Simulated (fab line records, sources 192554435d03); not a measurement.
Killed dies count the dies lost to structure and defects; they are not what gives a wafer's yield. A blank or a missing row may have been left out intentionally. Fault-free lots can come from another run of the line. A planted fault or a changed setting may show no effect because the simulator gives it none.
Which tool did it?    flow n5_finfet    72 wafers from 24 lots sampled at 6 of the route's 1938 steps

## WHAT THE GAUGES SHOWED, per wafer
No reading from a measuring or inspecting step in the record can be judged against a usual standard deviation.

## WHICH TOOL RAN EACH LOT (tool, then ch and the chambers of the sampled wafers, then the start)
lot   N5_BEOL_M7_PRE_CLEAN_45       N5_BEOL_M8_TRENCH_ETCH_37                      N5_BEOL_M8_STRIP_80                            N5_BEOL_M8_DEGAS_44           N5_BEOL_M8_CMP_52              N5_BEOL_M9_ILD_DEP_00
L074  pvd_sputter-03, day 9 08:38   rie_diel-01 ch 1,2,3, day 9 15:46 or earlier   rie_diel-01 ch 1,2,3, day 9 15:46 or earlier   pvd_sputter-02, day 9 15:46   cmp-02 ch 1,2,3, day 9 17:11   pecvd-01 ch 0,1,2, day 9 17:43
L075  pvd_sputter-02, day 9 12:29   rie_diel-01 ch 0,1,3, day 9 21:36 or earlier   rie_diel-01 ch 0,1,3, day 9 21:36 or earlier   pvd_sputter-02, day 9 21:36   cmp-04 ch 0,1,3, day 9 23:03   pecvd-03 ch 0,1, day 9 23:32
L076  pvd_sputter-03, day 9 15:22   rie_diel-06 ch 0,1,2, day 9 21:17 or earlier   rie_diel-06 ch 0,1,2, day 9 21:17 or earlier   pvd_sputter-01, day 9 21:17   cmp-04 ch 0,1,3, day 9 22:47   pecvd-01 ch 1,2, day 9 23:16
L077  pvd_sputter-01, day 9 18:22   rie_diel-06 ch 0,2,3, day 10 01:52 or earlier  rie_diel-06 ch 0,2,3, day 10 01:52 or earlier  pvd_sputter-01, day 10 01:52  cmp-04 ch 0,1,2, day 10 03:13  pecvd-03 ch 0,2, day 10 03:37
L078  pvd_sputter-01, day 9 23:50   rie_diel-06 ch 0,1,2, day 10 07:29 or earlier  rie_diel-06 ch 0,1,2, day 10 07:29 or earlier  pvd_sputter-02, day 10 07:29  cmp-01 ch 0,1,2, day 10 10:35  pecvd-01 ch 0,1,2, day 10 11:04
L079  pvd_sputter-01, day 10 01:59  rie_diel-01 ch 1,2,3, day 10 10:39 or earlier  rie_diel-01 ch 1,2,3, day 10 10:39 or earlier  pvd_sputter-02, day 10 10:39  cmp-02 ch 0,1,3, day 10 12:41  pecvd-01 ch 0,1,2, day 10 13:11
L081  pvd_sputter-01, day 10 20:00  rie_diel-01 ch 2,3, day 11 04:32 or earlier    rie_diel-01 ch 2,3, day 11 04:32 or earlier    pvd_sputter-01, day 11 04:32  cmp-04 ch 2,3, day 11 07:49    pecvd-02 ch 0,2, day 11 08:16
L080  pvd_sputter-03, day 10 20:30  rie_diel-04 ch 1,2,3, day 11 05:03 or earlier  rie_diel-04 ch 1,2,3, day 11 05:03 or earlier  pvd_sputter-01, day 11 05:03  cmp-01 ch 2,3, day 11 08:05    pecvd-03 ch 0,1,2, day 11 08:34
L082  pvd_sputter-01, day 11 00:29  rie_diel-06 ch 0,2,3, day 11 08:31 or earlier  rie_diel-06 ch 0,2,3, day 11 08:31 or earlier  pvd_sputter-01, day 11 08:31  cmp-01 ch 0,2,3, day 11 09:55  pecvd-02 ch 0,1,2, day 11 10:19
L083  pvd_sputter-01, day 11 14:57  rie_diel-06 ch 2,3, day 11 20:38 or earlier    rie_diel-06 ch 2,3, day 11 20:38 or earlier    pvd_sputter-03, day 11 20:38  cmp-01 ch 0,1,2, day 11 22:40  pecvd-01 ch 0,1,2, day 11 23:07
L084  pvd_sputter-01, day 11 16:01  rie_diel-01 ch 0,1,3, day 12 00:37 or earlier  rie_diel-01 ch 0,1,3, day 12 00:37 or earlier  pvd_sputter-01, day 12 00:37  cmp-04 ch 1,2,3, day 12 02:44  pecvd-01 ch 0,2, day 12 03:13
L086  pvd_sputter-01, day 12 00:58  rie_diel-01 ch 0,1,3, day 12 09:13 or earlier  rie_diel-01 ch 0,1,3, day 12 09:13 or earlier  pvd_sputter-01, day 12 09:13  cmp-04 ch 0,3, day 12 10:32    pecvd-01 ch 0,1,2, day 12 11:04
L085  pvd_sputter-01, day 12 01:08  rie_diel-04 ch 1,3, day 12 09:14 or earlier    rie_diel-04 ch 1,3, day 12 09:14 or earlier    pvd_sputter-02, day 12 09:14  cmp-01 ch 0,1,2, day 12 10:37  pecvd-03 ch 0,1, day 12 11:07
L088  pvd_sputter-03, day 12 09:50  rie_diel-01 ch 1,2,3, day 12 16:35 or earlier  rie_diel-01 ch 1,2,3, day 12 16:35 or earlier  pvd_sputter-03, day 12 16:35  cmp-04 ch 0,2,3, day 12 18:01  pecvd-03 ch 0,1,2, day 12 18:30
L087  pvd_sputter-01, day 12 10:44  rie_diel-01 ch 0,1, day 12 19:06 or earlier    rie_diel-01 ch 0,1, day 12 19:06 or earlier    pvd_sputter-02, day 12 19:06  cmp-01 ch 1,2, day 12 20:33    pecvd-03 ch 0,1,2, day 12 21:00
L089  pvd_sputter-01, day 12 16:37  rie_diel-01 ch 1,2, day 13 02:29 or earlier    rie_diel-01 ch 1,2, day 13 02:29 or earlier    pvd_sputter-01, day 13 02:29  cmp-01 ch 1,3, day 13 04:03    pecvd-01 ch 1,2, day 13 04:32
L091  pvd_sputter-03, day 13 09:28  rie_diel-06 ch 2,3, day 13 18:38 or earlier    rie_diel-06 ch 2,3, day 13 18:38 or earlier    pvd_sputter-03, day 13 18:38  cmp-01 ch 0,1,3, day 13 20:02  pecvd-01 ch 1,2, day 13 20:26
L090  pvd_sputter-03, day 13 15:18  rie_diel-04 ch 0,1, day 13 23:37 or earlier    rie_diel-04 ch 0,1, day 13 23:37 or earlier    pvd_sputter-02, day 13 23:37  cmp-01 ch 1,2,3, day 14 01:08  pecvd-01 ch 0,2, day 14 01:33
L092  pvd_sputter-03, day 13 21:55  rie_diel-01 ch 0,1,2, day 14 04:28 or earlier  rie_diel-01 ch 0,1,2, day 14 04:28 or earlier  pvd_sputter-01, day 14 04:28  cmp-01 ch 0,1,3, day 14 07:01  pecvd-01 ch 0,1,2, day 14 07:29
L093  pvd_sputter-02, day 13 22:41  rie_diel-04 ch 0,2,3, day 14 08:07 or earlier  rie_diel-04 ch 0,2,3, day 14 08:07 or earlier  pvd_sputter-02, day 14 08:07  cmp-02 ch 1,2,3, day 14 09:42  pecvd-03 ch 0,1,2, day 14 10:11
L094  pvd_sputter-02, day 13 23:32  rie_diel-04 ch 0,1,2, day 14 08:55 or earlier  rie_diel-04 ch 0,1,2, day 14 08:55 or earlier  pvd_sputter-02, day 14 08:55  cmp-01 ch 0,2,3, day 14 10:17  pecvd-03 ch 0,1, day 14 10:48
L096  pvd_sputter-01, day 14 11:54  rie_diel-04 ch 0,2, day 14 20:19 or earlier    rie_diel-04 ch 0,2, day 14 20:19 or earlier    pvd_sputter-01, day 14 20:19  cmp-01 ch 0,1, day 14 21:40    pecvd-02 ch 1,2, day 14 22:10
L095  pvd_sputter-01, day 14 20:26  rie_diel-01 ch 1,3, day 15 06:22 or earlier    rie_diel-01 ch 1,3, day 15 06:22 or earlier    pvd_sputter-02, day 15 06:22  cmp-01 ch 0,1,3, day 15 08:31  pecvd-01 ch 1,2, day 15 08:56
L097  pvd_sputter-01, day 14 21:29  rie_diel-04 ch 0,2, day 15 05:58 or earlier    rie_diel-04 ch 0,2, day 15 05:58 or earlier    pvd_sputter-02, day 15 05:58  cmp-02 ch 0,2, day 15 08:10    pecvd-01 ch 0,1, day 15 08:39
- N5_BEOL_M7_PRE_CLEAN_45: time 30 s.
- N5_BEOL_M8_TRENCH_ETCH_37: etches SiCOH lowk in C4F6/O2, target depth 93.478 nm, time 31.2 s.
- N5_BEOL_M8_STRIP_80: strips in N2/H2, time 10 s.
- N5_BEOL_M8_DEGAS_44: time 60 s.
- N5_BEOL_M8_CMP_52: polishes, stops on SiCOH lowk, t overpolish 6.9 s, target thk 80 nm.
- N5_BEOL_M9_ILD_DEP_00: deposits SiCOH lowk from DEMS/porogen, target thk 308.51 nm, time 58 s.

## AS READ BY THE TOOLS THEMSELVES (means over the sampled wafers that have a number; for cases with no such wafer, the mark the record gives instead)
N5_BEOL_M7_PRE_CLEAN_45.
lot   tool            heater_power_w (W)
L074  pvd_sputter-03  319
L075  pvd_sputter-02  352
L076  pvd_sputter-03  374
L077  pvd_sputter-01  348
L078  pvd_sputter-01  328
L079  pvd_sputter-01  350
L081  pvd_sputter-01  304
L080  pvd_sputter-03  374
L082  pvd_sputter-01  321
L083  pvd_sputter-01  334
L084  pvd_sputter-01  323
L086  pvd_sputter-01  317
L085  pvd_sputter-01  316
L088  pvd_sputter-03  356
L087  pvd_sputter-01  330
L089  pvd_sputter-01  340
L091  pvd_sputter-03  354
L090  pvd_sputter-03  324
L092  pvd_sputter-03  371
L093  pvd_sputter-02  364
L094  pvd_sputter-02  348
L096  pvd_sputter-01  350
L095  pvd_sputter-01  312
L097  pvd_sputter-01  327

N5_BEOL_M8_TRENCH_ETCH_37.
lot   tool         drypump_motor_current_A (A)  oes_f_703_au (a.u.)  oes_product_au (a.u.)  rf_vpp_V (V)  showerhead_plenum_p_Torr (Torr)  throttle_valve_pct (%)
L074  rie_diel-01  5.4                          0.83                 0.83                   659           2.84                             20.75
L075  rie_diel-01  5.4                          0.89                 0.90                   658           2.86                             20.84
L076  rie_diel-06  5.4                          0.79                 0.79                   659           2.85                             20.96
L077  rie_diel-06  5.9                          0.81                 0.80                   663           2.90                             20.96
L078  rie_diel-06  5.4                          0.78                 0.78                   659           2.85                             20.96
L079  rie_diel-01  5.4                          0.82                 0.83                   658           2.83                             20.76
L081  rie_diel-01  5.6                          0.76                 0.76                   662           2.85                             20.85
L080  rie_diel-04  5.9                          0.77                 0.76                   664           2.84                             20.84
L082  rie_diel-06  5.9                          0.79                 0.78                   661           2.89                             20.97
L083  rie_diel-06  6.3                          0.78                 0.77                   659           2.89                             20.97
L084  rie_diel-01  5.3                          0.86                 0.87                   657           2.85                             20.88
L086  rie_diel-01  5.3                          0.86                 0.86                   657           2.85                             20.87
L085  rie_diel-04  5.6                          0.69                 0.68                   663           2.76                             20.83
L088  rie_diel-01  5.4                          0.80                 0.80                   658           2.82                             20.79
L087  rie_diel-01  5.0                          0.85                 0.86                   657           2.81                             20.83
L089  rie_diel-01  5.0                          0.78                 0.79                   657           2.79                             20.75
L091  rie_diel-06  6.3                          0.77                 0.75                   659           2.88                             20.98
L090  rie_diel-04  5.6                          0.93                 0.93                   662           2.79                             20.73
L092  rie_diel-01  5.2                          0.79                 0.79                   660           2.83                             20.92
L093  rie_diel-04  5.9                          0.82                 0.81                   663           2.83                             20.93
L094  rie_diel-04  5.9                          0.89                 0.89                   663           2.87                             20.88
L096  rie_diel-04  5.9                          0.87                 0.87                   662           2.87                             21.07
L095  rie_diel-01  5.1                          0.82                 0.82                   655           2.80                             20.74
L097  rie_diel-04  6.2                          0.85                 0.85                   663           2.94                             21.03

N5_BEOL_M8_STRIP_80.
lot   tool         bias_power_w (W)  drypump_motor_current_A (A)  h2_flow_sccm (sccm)  oes_product_au (a.u.)  rf_vpp_V (V)  showerhead_plenum_p_Torr (Torr)  throttle_valve_pct (%)
L074  rie_diel-01  6.999             5.3                          200.0                0.83                   59.7          2.53                             23.47
L075  rie_diel-01  6.989             5.3                          199.6                0.89                   59.9          2.56                             23.61
L076  rie_diel-06  6.982             5.4                          200.1                0.78                   59.3          2.54                             23.61
L077  rie_diel-06  6.986             5.9                          200.3                0.80                   59.4          2.59                             23.54
L078  rie_diel-06  7.009             5.4                          199.9                0.78                   59.1          2.54                             23.61
L079  rie_diel-01  7.003             5.4                          199.6                0.81                   59.4          2.53                             23.47
L081  rie_diel-01  6.995             5.6                          199.9                0.76                   59.3          2.54                             23.54
L080  rie_diel-04  6.986             5.9                          200.1                0.77                   59.3          2.54                             23.70
L082  rie_diel-06  6.997             5.9                          200.0                0.78                   59.7          2.59                             23.56
L083  rie_diel-06  7.012             6.4                          199.8                0.77                   59.6          2.57                             23.50
L084  rie_diel-01  7.000             5.4                          200.1                0.87                   59.4          2.55                             23.62
L086  rie_diel-01  7.010             5.4                          199.3                0.86                   59.7          2.55                             23.64
L085  rie_diel-04  7.008             5.6                          200.0                0.69                   58.9          2.47                             23.76
L088  rie_diel-01  7.006             5.4                          200.2                0.80                   59.2          2.52                             23.51
L087  rie_diel-01  6.991             5.0                          199.8                0.86                   58.6          2.51                             23.62
L089  rie_diel-01  7.015             5.1                          200.0                0.80                   58.7          2.48                             23.48
L091  rie_diel-06  7.010             6.3                          199.5                0.76                   59.6          2.57                             23.51
L090  rie_diel-04  6.977             5.6                          200.3                0.93                   59.0          2.50                             23.70
L092  rie_diel-01  6.996             5.2                          200.0                0.80                   59.2          2.52                             23.68
L093  rie_diel-04  7.007             5.9                          199.7                0.81                   59.4          2.52                             23.71
L094  rie_diel-04  7.005             5.9                          199.4                0.89                   59.1          2.56                             23.75
L096  rie_diel-04  7.011             5.9                          200.1                0.86                   60.0          2.56                             23.83
L095  rie_diel-01  7.004             5.2                          199.7                0.82                   59.1          2.50                             23.49
L097  rie_diel-04  6.981             6.2                          199.8                0.85                   59.4          2.62                             23.82

N5_BEOL_M8_DEGAS_44.
lot   tool            heater_power_w (W)
L074  pvd_sputter-02  341
L075  pvd_sputter-02  342
L076  pvd_sputter-01  345
L077  pvd_sputter-01  344
L078  pvd_sputter-02  359
L079  pvd_sputter-02  345
L081  pvd_sputter-01  348
L080  pvd_sputter-01  340
L082  pvd_sputter-01  324
L083  pvd_sputter-03  355
L084  pvd_sputter-01  346
L086  pvd_sputter-01  356
L085  pvd_sputter-02  335
L088  pvd_sputter-03  357
L087  pvd_sputter-02  376
L089  pvd_sputter-01  341
L091  pvd_sputter-03  321
L090  pvd_sputter-02  333
L092  pvd_sputter-01  345
L093  pvd_sputter-02  346
L094  pvd_sputter-02  340
L096  pvd_sputter-01  342
L095  pvd_sputter-02  347
L097  pvd_sputter-02  341

N5_BEOL_M8_CMP_52.
lot   tool    barrier_field_endpoint_s (s)  clearing_platen_rpm (rpm)  motor_current_A (A)  overpolish_run_s (s)  time_to_endpoint_s (s)
L074  cmp-02  28.2                          50.009                     6.3                  6.905                 60.6
L075  cmp-04  28.3                          50.001                     5.4                  6.900                 61.6
L076  cmp-04  28.2                          50.012                     5.4                  6.893                 64.3
L077  cmp-04  29.0                          50.002                     5.9                  6.900                 62.8
L078  cmp-01  28.5                          49.995                     6.7                  6.899                 64.4
L079  cmp-02  29.2                          49.952                     6.4                  6.901                 65.5
L081  cmp-04  28.2                          50.006                     6.5                  6.901                 60.5
L080  cmp-01  28.4                          50.010                     6.1                  6.903                 60.3
L082  cmp-01  28.8                          50.030                     6.0                  6.899                 61.8
L083  cmp-01  28.2                          50.033                     6.4                  6.895                 60.9
L084  cmp-04  28.9                          49.987                     6.1                  6.902                 64.3
L086  cmp-04  28.8                          50.015                     5.7                  6.903                 62.2
L085  cmp-01  29.9                          50.002                     6.1                  6.901                 67.5
L088  cmp-04  28.6                          50.036                     6.3                  6.895                 60.8
L087  cmp-01  28.8                          50.018                     6.0                  6.914                 63.6
L089  cmp-01  28.8                          50.006                     5.1                  6.893                 59.2
L091  cmp-01  29.5                          50.002                     6.0                  6.895                 63.0
L090  cmp-01  28.8                          49.972                     5.5                  6.890                 62.7
L092  cmp-01  28.4                          49.992                     5.8                  6.895                 61.9
L093  cmp-02  28.3                          50.002                     6.2                  6.905                 60.1
L094  cmp-01  27.8                          50.009                     6.4                  6.901                 61.3
L096  cmp-01  29.2                          50.014                     6.4                  6.898                 61.3
L095  cmp-01  28.5                          49.992                     5.6                  6.901                 62.2
L097  cmp-02  28.3                          49.980                     5.5                  6.889                 59.8

N5_BEOL_M9_ILD_DEP_00.
lot   tool      heater_power_w (W)  showerhead_plenum_p_Torr (Torr)  showerhead_vpp_V (V)  throttle_valve_pct (%)
L074  pecvd-01  319                 5.760                            1408                  13.7
L075  pecvd-03  377                 5.744                            1409                  13.0
L076  pecvd-01  288                 5.756                            1369                  13.7
L077  pecvd-03  345                 5.738                            1309                  12.9
L078  pecvd-01  310                 5.765                            1404                  13.5
L079  pecvd-01  296                 5.753                            1415                  13.5
L081  pecvd-02  333                 5.730                            1458                  14.0
L080  pecvd-03  367                 5.740                            1380                  13.4
L082  pecvd-02  355                 5.725                            1411                  14.0
L083  pecvd-01  305                 5.753                            1414                  13.4
L084  pecvd-01  299                 5.751                            1448                  13.4
L086  pecvd-01  288                 5.756                            1399                  13.6
L085  pecvd-03  362                 5.739                            1401                  12.9
L088  pecvd-03  360                 5.738                            1389                  13.7
L087  pecvd-03  375                 5.745                            1373                  13.4
L089  pecvd-01  332                 5.753                            1378                  13.6
L091  pecvd-01  309                 5.751                            1379                  13.7
L090  pecvd-01  327                 5.756                            1413                  13.5
L092  pecvd-01  282                 5.753                            1401                  13.6
L093  pecvd-03  363                 5.746                            1398                  13.6
L094  pecvd-03  408                 5.727                            1474                  13.7
L096  pecvd-02  385                 5.750                            1371                  14.3
L095  pecvd-01  267                 5.744                            1370                  13.7
L097  pecvd-01  273                 5.752                            1431                  13.4

## THE ANSWER, worked out from the rows above alone
Rule: the usual values come from the lots themselves. The widest of any qualifying gaps counts: lots, ordered by their means at a reading, are off when they make up no more than a third of the lots, leave a main group of 4 or more, and stand apart from it by 3 or more times the standard deviation of that group's means. Not used: any main group whose means are identical at the precision the tables above print for the reading. A lot without any number at a reading at which 4 lots or more have one is off too. All remaining lots with rows at the step are treated as sound. First the gauges in route order, then the tools' own readings, where a lot's mean is used as printed above. At the first step where some lot is off, the reading lying furthest off is the one used; lots without a number count as furthest.
Across all readings shown, no lot is off: no conclusion can be drawn from this.

## WHAT THE SIMULATOR HAD INSERTED
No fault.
